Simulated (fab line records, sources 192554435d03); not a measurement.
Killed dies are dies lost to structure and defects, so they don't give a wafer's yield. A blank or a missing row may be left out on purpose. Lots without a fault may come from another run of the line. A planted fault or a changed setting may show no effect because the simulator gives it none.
Which tool did it? | flow n5_finfet | 24 lots, 72 wafers sampled, at 5 steps of a route of 1938

WHAT THE GAUGES READ, wafer by wafer
N5_BEOL_M10_INSPECT_13: inspects for defects (brightfield).
lot  | measured     | on                | raw_defect_count
L074 | day 9 20:25  | defect_inspect-01 | 379 415 300
L075 | day 10 05:44 | defect_inspect-01 | 245 364 319
L076 | day 10 06:58 | defect_inspect-01 | 379 524 299
L077 | day 10 13:27 | defect_inspect-02 | 405 334 300
L078 | day 11 01:41 | defect_inspect-01 | 271 317 360
L079 | day 11 12:25 | defect_inspect-01 | 380 372 389
L080 | day 11 14:21 | defect_inspect-02 | 293 375 382
L082 | day 11 22:04 | defect_inspect-02 | 333 385 303
L081 | day 11 22:14 | defect_inspect-02 | 438 375 446
L084 | day 12 06:21 | defect_inspect-01 | 364 350 360
L083 | day 12 09:57 | defect_inspect-02 | 359 437 477
L085 | day 12 16:04 | defect_inspect-01 | 412 359 314
L086 | day 12 22:35 | defect_inspect-02 | 394 324 356
L087 | day 13 17:56 | defect_inspect-02 | 310 377 329
L090 | day 13 17:37 | defect_inspect-02 | 382 304 453
L088 | day 13 17:46 | defect_inspect-01 | 412 624 532
L089 | day 14 01:29 | defect_inspect-02 | 594 364 616
L091 | day 14 04:42 | defect_inspect-01 | 459 471 469
L092 | day 14 09:49 | defect_inspect-02 | 252 444 377
L094 | day 15 01:51 | defect_inspect-01 | 260 412 345
L093 | day 15 05:17 | defect_inspect-02 | 620 601 703
L096 | day 16 01:07 | defect_inspect-01 | 327 335 283
L095 | day 16 01:59 | defect_inspect-02 | 382 254 345
L097 | day 16 08:48 | defect_inspect-02 | 323 472 425

N5_BEOL_M10_INSPECT_30: inspects for defects (brightfield).
lot  | measured     | on                | raw_defect_count
L074 | day 9 22:32  | defect_inspect-02 | 386 416 315
L075 | day 10 07:46 | defect_inspect-01 | 234 375 341
L076 | day 10 07:48 | defect_inspect-01 | 403 503 321
L077 | day 10 14:38 | defect_inspect-01 | 383 301 300
L078 | day 11 04:56 | defect_inspect-02 | 330 360 415
L079 | day 11 13:20 | defect_inspect-02 | 425 402 397
L080 | day 11 16:32 | defect_inspect-02 | 302 370 394
L082 | day 11 23:10 | defect_inspect-01 | 314 374 274
L081 | day 12 05:44 | defect_inspect-01 | 413 317 393
L084 | day 12 07:30 | defect_inspect-02 | 404 392 408
L083 | day 12 11:11 | defect_inspect-01 | 305 385 443
L085 | day 12 17:40 | defect_inspect-02 | 455 395 336
L086 | day 12 23:33 | defect_inspect-01 | 358 317 336
L087 | day 13 22:13 | defect_inspect-02 | 346 380 339
L090 | day 13 22:02 | defect_inspect-01 | 339 271 385
L088 | day 13 21:52 | defect_inspect-02 | 462 678 599
L089 | day 14 09:52 | defect_inspect-02 | 606 351 593
L091 | day 14 09:43 | defect_inspect-01 | 487 479 514
L092 | day 14 11:46 | defect_inspect-02 | 256 439 371
L094 | day 15 04:43 | defect_inspect-02 | 291 441 353
L093 | day 15 06:20 | defect_inspect-01 | 546 558 639
L096 | day 16 03:08 | defect_inspect-01 | 354 326 299
L095 | day 16 03:19 | defect_inspect-02 | 389 248 354
L097 | day 16 10:02 | defect_inspect-01 | 320 435 382

N5_BEOL_M10_CD_MEAS_35: target cd 70 nm.
lot  | measured     | on        | cd_nm (nm)
L074 | day 9 23:45  | cd_sem-01 | 69.9 70.3 69.7
L075 | day 10 08:33 | cd_sem-03 | 69.4 69.6 69.3
L076 | day 10 08:34 | cd_sem-01 | 70.8 70.3 70.7
L077 | day 10 15:20 | cd_sem-03 | 68.9 69.2 69.5
L078 | day 11 05:56 | cd_sem-02 | 70.3 70.3 70.1
L079 | day 11 14:07 | cd_sem-02 | 69.6 69.8 70.4
L080 | day 11 17:43 | cd_sem-01 | 70.3 70.4 69.9
L082 | day 11 23:51 | cd_sem-02 | 70.7 70.3 70.2
L081 | day 12 06:25 | cd_sem-01 | 69.1 69.7 69.2
L084 | day 12 08:12 | cd_sem-01 | 70.0 69.5 70.6
L083 | day 12 11:52 | cd_sem-02 | 69.7 69.6 69.4
L085 | day 12 18:21 | cd_sem-01 | 70.3 70.1 70.7
L086 | day 13 00:14 | cd_sem-03 | 70.7 70.6 71.3
L087 | day 13 23:12 | cd_sem-03 | 71.2 70.4 70.3
L090 | day 13 22:43 | cd_sem-01 | 70.4 70.3 70.5
L088 | day 13 22:33 | cd_sem-02 | 69.9 69.3 70.0
L089 | day 14 10:51 | cd_sem-01 | 70.4 70.3 70.1
L091 | day 14 10:23 | cd_sem-02 | 69.9 70.0 69.3
L092 | day 14 12:27 | cd_sem-01 | 69.7 69.8 70.3
L094 | day 15 05:39 | cd_sem-03 | 70.4 70.1 70.2
L093 | day 15 07:35 | cd_sem-03 | 69.5 69.6 69.9
L096 | day 16 03:49 | cd_sem-01 | 69.9 70.1 70.0
L095 | day 16 04:17 | cd_sem-02 | 69.7 70.0 69.6
L097 | day 16 10:43 | cd_sem-01 | 70.3 70.7 70.3

WHICH TOOL RAN EACH LOT (tool, then ch and the chambers of the sampled wafers, then the start)
lot  | N5_BEOL_M9_ANNEAL_51             | N5_BEOL_M10_PECVD_70
L074 | rtp_anneal-01 ch 0, day 9 17:56  | pecvd-01 ch 0,2, day 9 19:28
L075 | rtp_anneal-01 ch 0, day 10 01:58 | pecvd-01 ch 0,1,2, day 10 03:23
L076 | rtp_anneal-02 ch 0, day 10 03:53 | pecvd-01 ch 0,2, day 10 05:18
L077 | rtp_anneal-02 ch 0, day 10 10:13 | pecvd-01 ch 0,1,2, day 10 12:02
L078 | rtp_anneal-01 ch 0, day 10 21:13 | pecvd-01 ch 0,1, day 10 23:08
L079 | rtp_anneal-02 ch 0, day 11 09:12 | pecvd-01 ch 1,2, day 11 10:50
L080 | rtp_anneal-01 ch 0, day 11 09:57 | pecvd-04 ch 0,1,2, day 11 11:22
L082 | rtp_anneal-01 ch 0, day 11 18:25 | pecvd-02 ch 0,1, day 11 19:51
L081 | rtp_anneal-02 ch 0, day 11 18:33 | pecvd-04 ch 0,1, day 11 20:00
L084 | rtp_anneal-02 ch 0, day 12 03:01 | pecvd-04 ch 0,1,2, day 12 04:26
L083 | rtp_anneal-01 ch 0, day 12 07:20 | pecvd-02 ch 0,1,2, day 12 08:40
L085 | rtp_anneal-01 ch 0, day 12 13:29 | pecvd-01 ch 1,2, day 12 15:05
L086 | rtp_anneal-02 ch 0, day 12 20:34 | pecvd-02 ch 1,2, day 12 21:57
L087 | rtp_anneal-01 ch 0, day 13 13:29 | pecvd-01 ch 0,1, day 13 16:18
L090 | rtp_anneal-02 ch 0, day 13 13:56 | pecvd-01 ch 1,2, day 13 15:24
L088 | rtp_anneal-01 ch 0, day 13 14:26 | pecvd-02 ch 1,2, day 13 15:53
L089 | rtp_anneal-01 ch 0, day 13 22:22 | pecvd-04 ch 0,2, day 14 00:20
L091 | rtp_anneal-02 ch 0, day 14 00:29 | pecvd-02 ch 0,1, day 14 02:08
L092 | rtp_anneal-02 ch 0, day 14 02:27 | pecvd-04 ch 0,1,2, day 14 05:20
L094 | rtp_anneal-02 ch 0, day 14 23:20 | pecvd-01 ch 0,1,2, day 15 01:14
L093 | rtp_anneal-02 ch 0, day 15 00:29 | pecvd-01 ch 0,1,2, day 15 02:17
L096 | rtp_anneal-02 ch 0, day 15 21:57 | pecvd-04 ch 0,2, day 15 23:22
L095 | rtp_anneal-01 ch 0, day 15 23:51 | pecvd-01 ch 2, day 16 01:13
L097 | rtp_anneal-02 ch 0, day 16 05:05 | pecvd-01 ch 0,1, day 16 06:38
- N5_BEOL_M9_ANNEAL_51: time 90 s.
- N5_BEOL_M10_PECVD_70: deposits SiO2 from TEOS/O2, target thk 20 nm, time 22.7 s.

WHAT THE TOOLS THEMSELVES READ (means of the sampled wafers that have a number; where no wafer has one, the mark that the record gives instead)
N5_BEOL_M9_ANNEAL_51.
lot  | tool          | wafer_temp_C_max
L074 | rtp_anneal-01 | 225.92
L075 | rtp_anneal-01 | 226.08
L076 | rtp_anneal-02 | 225.80
L077 | rtp_anneal-02 | 226.07
L078 | rtp_anneal-01 | 225.93
L079 | rtp_anneal-02 | 225.78
L080 | rtp_anneal-01 | 226.04
L082 | rtp_anneal-01 | 225.98
L081 | rtp_anneal-02 | 226.01
L084 | rtp_anneal-02 | 225.91
L083 | rtp_anneal-01 | 225.91
L085 | rtp_anneal-01 | 226.01
L086 | rtp_anneal-02 | 225.80
L087 | rtp_anneal-01 | 226.02
L090 | rtp_anneal-02 | 226.03
L088 | rtp_anneal-01 | 225.98
L089 | rtp_anneal-01 | 225.75
L091 | rtp_anneal-02 | 225.97
L092 | rtp_anneal-02 | 226.03
L094 | rtp_anneal-02 | 225.89
L093 | rtp_anneal-02 | 225.90
L096 | rtp_anneal-02 | 225.74
L095 | rtp_anneal-01 | 226.18
L097 | rtp_anneal-02 | 226.11

N5_BEOL_M10_PECVD_70.
lot  | tool     | heater_power_outer_w (W) | heater_power_w (W) | showerhead_plenum_p_Torr (Torr) | throttle_valve_pct (%)
L074 | pecvd-01 | 380                      | 625                | 8.75                            | 22.4
L075 | pecvd-01 | 365                      | 605                | 8.74                            | 21.9
L076 | pecvd-01 | 445                      | 711                | 8.77                            | 21.3
L077 | pecvd-01 | 367                      | 605                | 8.73                            | 21.9
L078 | pecvd-01 | 375                      | 621                | 8.71                            | 23.0
L079 | pecvd-01 | 356                      | 579                | 8.73                            | 21.3
L080 | pecvd-04 | 470                      | 800                | 8.73                            | 22.1
L082 | pecvd-02 | 361                      | 638                | 8.76                            | 22.6
L081 | pecvd-04 | 477                      | 803                | 8.80                            | 22.3
L084 | pecvd-04 | 524                      | 864                | 8.73                            | 22.2
L083 | pecvd-02 | 440                      | 731                | 8.78                            | 22.5
L085 | pecvd-01 | 365                      | 607                | 8.72                            | 21.3
L086 | pecvd-02 | 498                      | 808                | 8.80                            | 22.3
L087 | pecvd-01 | 336                      | 565                | 8.68                            | 22.4
L090 | pecvd-01 | 388                      | 650                | 8.78                            | 20.7
L088 | pecvd-02 | 523                      | 858                | 8.77                            | 22.5
L089 | pecvd-04 | 526                      | 856                | 8.73                            | 22.3
L091 | pecvd-02 | 426                      | 720                | 8.77                            | 22.6
L092 | pecvd-04 | 460                      | 784                | 8.73                            | 22.2
L094 | pecvd-01 | 357                      | 594                | 8.74                            | 22.0
L093 | pecvd-01 | 383                      | 622                | 8.75                            | 22.1
L096 | pecvd-04 | 481                      | 771                | 8.77                            | 22.5
L095 | pecvd-01 | 440                      | 694                | 8.83                            | 20.2
L097 | pecvd-01 | 333                      | 568                | 8.70                            | 22.4

THE ANSWER, worked out from the rows above alone
Rule: what is usual is taken from the lots themselves. Put in order of their means at a reading, lots are off if they are a third of the lots or fewer, leave a main group of 4 or more, and stand apart from it by a gap of 3 or more times the standard deviation of the main group's means; of several such gaps the widest counts. A main group whose means are all the same, to the digits that the tables above print for the reading, isn't used. A lot without any number at a reading at which 4 lots or more have one is off too. The other lots that the step has rows for count as sound. The gauges are gone through in route order, then the tools' own readings, and for those a lot's mean is taken as printed above. The first step at which some lot is off is used, and at that step the reading that is off furthest; a lot without a number counts as furthest.
No lot is off at any reading shown: from this, nothing can be told.

WHAT THE SIMULATOR HAD PUT IN
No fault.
